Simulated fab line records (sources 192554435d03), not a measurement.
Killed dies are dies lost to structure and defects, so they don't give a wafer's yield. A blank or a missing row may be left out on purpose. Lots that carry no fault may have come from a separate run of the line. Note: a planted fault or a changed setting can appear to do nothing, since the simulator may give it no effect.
Split-lot study -- flow n5 finfet -- 21 wafers read from 7 lots, route of 1938 steps

== THE SPLIT ==
At N5_BEOL_M1_COAT_67 (time 60 s, resist thk 60 nm), the setting spin rpm was moved away from the recipe's 1500 rpm on 5 of the 21 wafers read, by -7.6% to -4.9%. All remaining wafers had this setting at the recipe value.

== FROM THE SPLIT TO THE READING: what the file shows between them, 11 steps ==
- N5_BEOL_M1_COAT_68: time 60 s, resist thk 12 nm (also split here: spin rpm)
- N5_BEOL_M1_COAT_76: time 60 s, resist thk 5 nm
- N5_BEOL_M1_COAT_22: resist thk 30 nm
- N5_BEOL_M1_DESCUM_33: chemistry O2, time 7 s
- N5_BEOL_M1_ETCH_77: etches underlayer in N2/H2, target depth 6.5 nm, time 5.2 s
- N5_BEOL_M1_ETCH_69: etches SiARC in CF4, target depth 15.6 nm, time 26 s
- N5_BEOL_M1_ALD_98: deposits SiO2, target thk 2.5 nm, pulse time 1 s, co reactant pulse time 1 s
- N5_BEOL_M1_ETCHBACK_99: etches SiO2 in CHF3, target depth 5 nm, time 10.4 s
- N5_BEOL_M1_ETCH_70: etches SOC in N2/H2, target depth 80 nm, overetch 16 nm, time 120 s
- N5_BEOL_M1_STRIP_71: strips in N2/H2
- N5_BEOL_M1_STRIP_78: strips in N2/H2

== THE READING ==
SOC_of_BEOL_M1_COAT_67.thk nm (the simulator's own value, which no gauge read), in nm, at N5_BEOL_M1_VIA_ETCH_34 (etches the open film in C4F6/O2, target depth 67.8 nm, time 64.4 s). No usual value for it is given in the file. The 16 wafers here that ran the recipe average 52.2 nm, standard deviation 0.28 nm.

wafer,"tool, chamber at the split","spin rpm as run, rpm",against the recipe,"SOC_of_BEOL_M1_COAT_67.thk nm, nm",against lot-mates on the recipe
L075.1,"litho track-01, 0",1500,recipe,52,-
L075.2,"litho track-01, 0",1406,-6.3%,53.6,+1.5
L075.3,"litho track-01, 0",1500,recipe,52.2,-
L079.1,"litho track-04, 0",1500,recipe,52.4,-
L079.2,"litho track-04, 0",1500,recipe,52.2,-
L079.5,"litho track-04, 0",1386,-7.6%,54.2,+1.9
L081.3,"litho track-04, 0",1426,-4.9%,53.4,+1.4
L081.5,"litho track-04, 0",1500,recipe,52,-
L081.6,"litho track-04, 0",1426,-4.9%,52.8,+0.8
L086.2,"litho track-04, 0",1500,recipe,52.4,-
L086.4,"litho track-04, 0",1407,-6.2%,53.4,+1.1
L086.6,"litho track-04, 0",1500,recipe,52.2,-
L091.3,"litho track-04, 0",1500,recipe,51.6,-
L091.4,"litho track-04, 0",1500,recipe,52.2,-
L091.6,"litho track-04, 0",1500,recipe,51.8,-
L090.4,"litho track-03, 0",1500,recipe,52.6,-
L090.6,"litho track-03, 0",1500,recipe,52.6,-
L090.5,"litho track-03, 0",1500,recipe,52,-
L097.1,"litho track-04, 0",1500,recipe,52.4,-
L097.4,"litho track-04, 0",1500,recipe,52.4,-
L097.2,"litho track-04, 0",1500,recipe,52.6,-

THE FIT
A straight line over all 21 wafers: SOC_of_BEOL_M1_COAT_67.thk nm changes by -0.216 nm for each +1% of spin rpm; r = -0.89; the points scatter about the line by 0.3 nm.
The same after taking each lot's own level away (the mean of its wafers on the recipe; 21 wafers): -0.226 nm for each +1%; r = -0.95; scatter 0.21 nm.
The reading moves by 1.7 nm for the largest change in spin rpm, on that fit.
Measured against the standard deviation above, the lots' own levels, which go from 51.87 to 52.47 nm, span 2.1 times it.
Hence the lot-to-lot level has little effect on the slope; both slopes agree.
Check: for one of the wafers moved furthest among these (-7.6%), held out of the fit, the line's prediction against its lot-mates is +1.63 nm. Against them it came out at +1.9 nm.

== THE OTHER SPLITS THESE WAFERS WENT THROUGH ==
Other splits were also applied to these wafers ahead of the reading. Each is held against what the fit with the lots' levels taken away leaves over:
other split on the same wafers,wafers away from the commonest value,r with SOC_of_BEOL_M1_COAT_67.thk nm (lot level and that fit taken away)
N5_BEOL_M0_SAQP_EXPOSE_11 dose mj,8,-0.48
N5_BEOL_M0_ETCH_138 source w,6,+0.14
N5_BEOL_M0_ETCH_109 bias w,5,+0.16
N5_BEOL_M1_COAT_68 spin rpm,6,-0.16

== THE WHOLE CHAIN: every reading that the file lists as answering this split, in the file's order ==
step,what it does,reading,change (the file's fit),r (the file's)
N5_BEOL_M1_COAT_67,"time 60 s, resist thk 60 nm","SOC_of_BEOL_M1_COAT_67.thk nm (the simulator's own value, which no gauge read)",-0.299 nm for each +1% of the setting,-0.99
N5_BEOL_M1_ETCH_70,"etches SOC in N2/H2, target depth 80 nm, overetch 16 nm, time 120 s","etch.depth nm (the simulator's own value, which no gauge read)",-0.307 nm for each +1% of the setting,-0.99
N5_BEOL_M1_VIA_ETCH_34,"etches the open film in C4F6/O2, target depth 67.8 nm, time 64.4 s","SOC_of_BEOL_M1_COAT_67.thk nm (the simulator's own value, which no gauge read)",-0.226 nm for each +1% of the setting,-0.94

== THE FILE'S OWN FIT ==
SOC_of_BEOL_M1_COAT_67.thk nm changes by -0.226 nm for each +1% of spin rpm, r = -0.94.
